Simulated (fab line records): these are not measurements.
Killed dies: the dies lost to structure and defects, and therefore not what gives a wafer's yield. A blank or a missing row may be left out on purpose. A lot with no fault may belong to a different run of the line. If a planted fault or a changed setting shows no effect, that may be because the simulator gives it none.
Chamber matching	flow n5Finfet	N5_BEOL_M1_PECVD_72 on pecvd-02: 3 sister chambers
The step deposits SiO2 from TEOS/O2, target thk 16 nm, time 18 s. 3 wafers are shown with their chamber, then 10 later ones without.

WAFERS WITH THEIR CHAMBER
wafer	chamber	throttleValvePct (%)
L085.6	0	22.3
L087.1	2	20.9
L087.2	1	22.3

WAFERS WHOSE CHAMBER IS MISSING
wafer	throttleValvePct (%)
L087.5	20.7
L093.2	20.7
L093.4	20.6
L093.6	22.2
L076.2	20.8
L076.3	22.2
L076.5	22.4
L096.1	21.2
L096.3	22.2
L096.4	20.8

WHICH CHAMBER EACH WENT THROUGH
wafer	from the rows above	in truth
L087.5	2	2
L093.2	2	2
L093.4	2	2
L093.6	can't be placed: 0 or 1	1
L076.2	2	2
L076.3	can't be placed: 0 or 1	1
L076.5	can't be placed: 0 or 1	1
L096.1	2	2
L096.3	can't be placed: 0 or 1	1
L096.4	2	2
Correct placement for 6 of the 10. Not placeable from these rows: 4 (in 4, the candidates include the true chamber). Placed wrongly: 0.
How it was worked out, from the rows above alone: a wafer's distance from a chamber is the root of the sum, over the readings, of the square of ((its reading less the chamber's mean) divided by the reading's scatter). If the next closest chamber is less than 2 further off than the closest, the wafer can't be placed; otherwise it belongs to the closest. For every chamber, the mean is computed from those of its wafers that are shown. The scatter: with one shown wafer a chamber, the root of the mean of the squares of how far each hidden wafer lies from its nearest shown one.
